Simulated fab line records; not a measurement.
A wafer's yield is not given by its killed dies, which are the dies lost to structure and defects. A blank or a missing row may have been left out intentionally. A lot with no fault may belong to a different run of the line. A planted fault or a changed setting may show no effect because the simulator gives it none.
Problem report, 8D (eight disciplines) form, completed by code :: flow nandHarc :: the parts of the form that need people (team, actions taken, sign-off) are left out

## 1. THE PROBLEM
killedAtArray at NHARC_END_SORT_01 reads a mean of 99 on 1 wafer of 1 lot; wafers without a fault read 27 with a standard deviation of 11. Measured from the usual mean, that is +6.5 standard deviations.
The first sign was on wafer L881.2 at day 21 10:50, on prober-01. The record holds 15 wafers of 5 lots with a number at this step. The rule behind "out" and "out of limits": a value lying over 4 standard deviations away from the usual mean. The other wafers with a number count as sound.

## 2. WHAT IT IS AND WHAT IT IS NOT
question: which readings at this step
is: killedAtArray, killedDies
is not: killedAtOther, killedAtPeriphery, killedOpen, killedShort

question: which lots
is: L881
is not: L871, L875, L877, L879

question: which wafers of those lots
is: L881.2
is not: L881.3, L881.5

question: read on which gauges
is: prober-01
is not: prober-02

question: when
is: from day 21 10:50
is not: up to then (12 sound wafers); but 2 sound wafers of L881 came after

## 3. SUSPECTS, AND WHAT RULES EACH OUT
Counting: if a tool at a process step up to the reading ran every lot that is out, it stays a suspect. Sound lots after the first of them don't rule it out here, since some wafers of a struck lot are sound.
- the gauge at NHARC_END_SORT_01: kept. All the wafers that are out were read on prober-01, and no step on other tools shows them out.
- rieDiel-01 at NHARC_A_STAIRCASE_ETCH_170 (etches the open film in C4F6/O2, target depth 200 nm, time 66.667 s): kept. It processed L881, the lot that is out, at day 13 01:10, and its most recent sound lot before then was L871 at day 10 18:34. NHARC_A_STAIRCASE_ETCH_170 gives no start for some lots, so the hours and the order of its lots are those of NHARC_A_STAIRCASE_STRIP_172.
- wetBench-01 at NHARC_A_STAIRCASE_STRIP_172 (strips in SPM, time 900 s): kept. It processed L881, the lot that is out, at day 13 01:10, and its most recent sound lot before then was L879 at day 12 12:02.
- rieDiel-08 at NHARC_A_STAIRCASE_ETCH_15 (etches the open film in C4F8/O2, target depth 100 nm, time 40.5 s): kept. It ran the lot that is out, L881 (day 13 03:25). NHARC_A_STAIRCASE_ETCH_15 gives no start for some lots, so the hours and the order of its lots are those of NHARC_A_STAIRCASE_TRIM_20.
- rieDiel-08 at NHARC_A_STAIRCASE_TRIM_16 (chemistry O2, time 211.2 s): kept. It ran the lot that is out, L881 (day 13 03:25). NHARC_A_STAIRCASE_TRIM_16 gives no start for some lots, so the hours and the order of its lots are those of NHARC_A_STAIRCASE_TRIM_20.
- rieDiel-08 at NHARC_A_STAIRCASE_TRIM_20 (chemistry O2, time 211.2 s): kept. It ran the lot that is out, L881 (day 13 03:25).
- rieDiel-08 at NHARC_A_STAIRCASE_TRIM_24 (chemistry O2, time 211.2 s): kept. It ran the lot that is out, L881 (day 21 10:50). NHARC_A_STAIRCASE_TRIM_24 gives no start for some lots, so the hours and the order of its lots are those of NHARC_END_SORT_01.
- rieDiel-01, NHARC_A_STAIRCASE_ETCH_170: wafers that are out in chamber 2, sound lot-mates in chambers 0, 3.
- The sound lot-mates ran in chamber 3 of rieDiel-08 at NHARC_A_STAIRCASE_ETCH_15, but the wafers that are out ran in chamber 0.
- rieDiel-08, NHARC_A_STAIRCASE_TRIM_20: wafers that are out in chamber 0, sound lot-mates in chambers 1, 2.
Left after counting: rieDiel-01 at NHARC_A_STAIRCASE_ETCH_170, wetBench-01 at NHARC_A_STAIRCASE_STRIP_172, rieDiel-08 at NHARC_A_STAIRCASE_ETCH_15, rieDiel-08 at NHARC_A_STAIRCASE_TRIM_16, rieDiel-08 at NHARC_A_STAIRCASE_TRIM_20, rieDiel-08 at NHARC_A_STAIRCASE_TRIM_24, prober-01 at NHARC_END_SORT_01.

## 4. THE CAUSE (what the simulator had put in)
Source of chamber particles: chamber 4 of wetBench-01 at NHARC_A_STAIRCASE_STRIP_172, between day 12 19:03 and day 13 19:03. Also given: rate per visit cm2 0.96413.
After counting, 7 suspects remain, this tool included.

## 5. THE CHAIN OF EFFECTS, in route order
Rows list readings where the struck wafers' mean (over those with a number) sits beyond 3 standard deviations from the usual. Readings are gone through only where the record gives a usual standard deviation; hours: the median, over the lots, of the time from a lot's start at the first step in this table giving one to that lot's start at this step; sigmas: the change measured in usual standard deviations.
hours: 0
step: NHARC_END_SORT_01
reading: killedAtArray
usual: 27
on struck wafers: 99
change: +72
sigmas: +6.5

hours: 0
step: NHARC_END_SORT_01
reading: killedDies
usual: 30
on struck wafers: 101
change: +71
sigmas: +6.5

## 6. WHAT WOULD HAVE CAUGHT IT SOONER
208 hours passed between the start of the fault at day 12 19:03 and the first reading out of limits at a measuring or inspecting step in this record, taken at day 21 10:50.
Lots out: 1; all had begun NHARC_A_STAIRCASE_STRIP_172 on wetBench-01 by day 21 10:50. Tool hold at that time: it would have spared none of them.
